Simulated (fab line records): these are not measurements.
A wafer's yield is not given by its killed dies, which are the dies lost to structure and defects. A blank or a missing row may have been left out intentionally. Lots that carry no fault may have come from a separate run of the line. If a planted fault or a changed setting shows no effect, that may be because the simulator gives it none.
Problem report in the 8D (eight disciplines) form, filled by code	flow n5_finfet	the parts of the form that need people (team, actions taken, sign-off) are left out

1. PROBLEM STATEMENT
Mean of chamber_pressure_mTorr at N5_BEOL_M15_STRIP_37: 39.00 mTorr across 6 wafers in 2 lots; on wafers with no fault it is 30.00 mTorr (standard deviation 0.034). So: +99 or more standard deviations from the usual mean.
The step: strips in O2.
The first sign was on wafer L881.2 at day 12 11:08, on rie_diel-03. The record has a number at this step for 30 wafers belonging to 10 lots. The rule behind "out" and "out of limits": a value lying over 4 standard deviations away from the usual mean. The rest of the wafers with a number are treated as sound.

2. WHAT THIS IS AND IS NOT
question	is	is not
which readings at this step	chamber_pressure_mTorr	drypump_motor_current_A, oes_product_au, rf_vpp_V, showerhead_plenum_p_Torr, throttle_valve_pct
which lots	L881, L884	L876, L878, L890, L893, L895, L896, L897, L898
which wafers of those lots	all that have a number	-
read on which tools	rie_diel-03	rie_diel-04, rie_diel-05
when	from day 12 11:08	up to then (6 sound wafers); but 18 sound wafers of L890, L893, L895, L896, L897, L898 came after

3. THE SUSPECTS, EACH WITH WHAT RULES IT OUT
Counting: a tool at any process step up to the reading remains a suspect when it ran all the lots that are out and ran no sound lot after the first of those.
- rie_diel-03 at N5_BEOL_M15_ETCH_57 (etches SOC in N2/H2, time 750 s): ruled out as a lasting fault. After its first lot that is out, L881 (day 12 09:31), sound lots L890, L893, L895, L897 ran on it.
- rie_diel-03 at N5_BEOL_M15_STRIP_37 (strips in O2): ruled out as a lasting fault. After its first lot that is out, L881 (day 12 11:08), sound lots L893, L897, L898 ran on it.
Left after counting: nothing in the record.

4. THE CAUSE (what the simulator had put in)
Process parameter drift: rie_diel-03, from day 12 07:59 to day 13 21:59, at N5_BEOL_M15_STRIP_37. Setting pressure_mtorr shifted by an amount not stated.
Counting ruled it out, wrongly.

5. SEQUENCE OF EFFECTS, ordered by route
Each row: a reading where the mean over the struck wafers with a number is more than 3 standard deviations away from the usual. Scope: only readings with a usual standard deviation given in the record; hours: median across lots of the time from each lot's start at the first step in this table that gives one to its start at this step; sigmas: change in usual standard deviations.
hours	step	reading	usual	on struck wafers	change	sigmas
0	N5_BEOL_M15_STRIP_37	chamber_pressure_mTorr	30.00 mTorr	39.00	+9.00	+99 or more
Process steps it contains:
- N5_BEOL_M15_STRIP_37: strips in O2.

6. WHAT WOULD HAVE CAUGHT IT SOONER
First out-of-limits reading in this record: day 12 11:08, which is 3 hours after fault onset at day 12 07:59.
